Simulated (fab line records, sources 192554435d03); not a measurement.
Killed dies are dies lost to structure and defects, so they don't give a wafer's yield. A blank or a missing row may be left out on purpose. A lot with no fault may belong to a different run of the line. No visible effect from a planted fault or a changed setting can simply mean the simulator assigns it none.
Which tool did it? :: flow n5Finfet :: route of 1938 steps, sampled at 1 step: 12 lots, 36 wafers

WHAT THE GAUGES READ, wafer by wafer
N5_FIN_CUT_OVL_MEAS_09.
lot: L075
measured: day 2 08:49
on: overlay-01
FIN_CUT_OVL (nm): -0.6 -1.3 -0.8

lot: L077
measured: day 2 20:11
on: overlay-01
FIN_CUT_OVL (nm): -0.9 -1.9 -0.5

lot: L079
measured: day 3 10:02
on: overlay-01
FIN_CUT_OVL (nm): -0.7 -1.0 -0.2

lot: L081
measured: day 3 21:31
on: overlay-02
FIN_CUT_OVL (nm): -0.7 0.3 0.3

lot: L083
measured: day 4 07:58
on: overlay-01
FIN_CUT_OVL (nm): 0.7 0.3 0.4

lot: L085
measured: day 4 21:36
on: overlay-02
FIN_CUT_OVL (nm): 0.9 -0.2 0.5

lot: L087
measured: day 5 10:59
on: overlay-01
FIN_CUT_OVL (nm): -1.4 1.2 -0.6

lot: L089
measured: day 5 20:44
on: overlay-02
FIN_CUT_OVL (nm): -0.8 0.8 1.7

lot: L091
measured: day 6 09:19
on: overlay-02
FIN_CUT_OVL (nm): 0.9 -0.1 -0.3

lot: L093
measured: day 6 20:53
on: overlay-02
FIN_CUT_OVL (nm): 0.4 1.2 0.1

lot: L095
measured: day 7 10:42
on: overlay-02
FIN_CUT_OVL (nm): -0.4 0.3 -0.1

lot: L097
measured: day 7 23:01
on: overlay-01
FIN_CUT_OVL (nm): -0.5 -0.1 -0.1

EACH LOT AND THE TOOL THAT RAN IT (in order: tool; ch and the chambers of the sampled wafers; start)
No process step before these readings appears in the record.

THE ANSWER, worked out from the rows above alone
Rule: the usual values come from the lots themselves. Put in order of their means at a reading, lots are off if they are a third of the lots or fewer, leave a main group of 4 or more, and stand apart from it by a gap of 3 or more times the standard deviation of the main group's means; of several such gaps the widest counts. Not used: any main group whose means are identical at the precision the tables above print for the reading. Also off: a lot with no number at a reading for which 4 or more lots have one. Where the step has rows for the other lots, those lots are counted as sound.
No lot is off on any of the readings shown, so nothing can be concluded from this.

WHAT THE SIMULATOR PUT IN
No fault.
